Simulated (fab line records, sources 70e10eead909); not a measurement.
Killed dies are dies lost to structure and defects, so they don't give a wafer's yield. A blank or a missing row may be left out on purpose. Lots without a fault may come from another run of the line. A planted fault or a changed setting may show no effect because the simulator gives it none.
Chamber matching | flow nand_harc | NHARC_A_STAIRCASE_ETCH_194 on rie_diel-02: 4 sister chambers
The step etches the open film in C4F8/O2, target depth 100 nm, time 40.5 s. 16 wafers are shown with their chamber, then 8 later ones without.

WAFERS WITH THEIR CHAMBER
wafer  | chamber | rf_vpp_V (V) | oes_product_au (a.u.)
L481.1 | 1       | 893          | 0.953
L481.3 | 3       | 898          | 0.949
L481.6 | 3       | 897          | 0.950
L483.2 | 0       | 888          | 0.968
L483.4 | 3       | 897          | 0.947
L483.5 | 2       | 890          | 0.959
L482.3 | 0       | 888          | 0.943
L482.5 | 3       | 897          | 0.964
L482.6 | 2       | 889          | 0.962
L486.1 | 3       | 898          | 0.964
L486.4 | 1       | 893          | 0.944
L486.6 | 1       | 894          | 0.946
L499.1 | 2       | 888          | 0.951
L499.4 | 1       | 894          | 0.947
L499.5 | 3       | 897          | 0.949
L498.3 | 0       | 906          | 0.941

SIGNATURES (means of the wafers above)
reading        | chamber 0 | chamber 1 | chamber 2 | chamber 3 | scatter within a chamber
rf_vpp_V       | 894.00    | 893.50    | 889.00    | 897.33    | 4.28
oes_product_au | 0.95067   | 0.94750   | 0.95733   | 0.95383   | 0.00855
Rule: a wafer's distance from a chamber is the root of the sum, over the readings, of the square of ((its reading less the chamber's mean) divided by the reading's scatter). The wafer belongs to the nearest chamber; if the next one is less than 2 further off, it can't be placed. The scatter: the root of (the sum of the squares of (reading less its chamber's mean) over the shown wafers, divided by (wafers less chambers)).

WAFERS WITHOUT THEIR CHAMBER
wafer  | rf_vpp_V (V) | oes_product_au (a.u.)
L498.4 | 894          | 0.931
L498.5 | 905          | 0.938
L500.1 | 894          | 0.941
L500.2 | 898          | 0.943
L500.5 | 888          | 0.943
L501.1 | 888          | 0.938
L501.2 | 896          | 0.933
L501.3 | 894          | 0.925

WHICH CHAMBER EACH WENT THROUGH
wafer  | from the rows above               | in truth
L498.4 | can't be placed: 1 or 0 or 3 or 2 | 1
L498.5 | can't be placed: 3 or 1 or 0 or 2 | 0
L500.1 | can't be placed: 1 or 0 or 3 or 2 | 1
L500.2 | can't be placed: 1 or 3 or 0 or 2 | 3
L500.5 | can't be placed: 1 or 0 or 2 or 3 | 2
L501.1 | can't be placed: 1 or 0 or 2 or 3 | 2
L501.2 | can't be placed: 1 or 0 or 3 or 2 | 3
L501.3 | can't be placed: 1 or 0 or 3 or 2 | 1
Placed correctly: 0 of 8. Can't be placed from these rows: 8 (the true chamber is among the candidates in 8). Placed wrongly: 0.
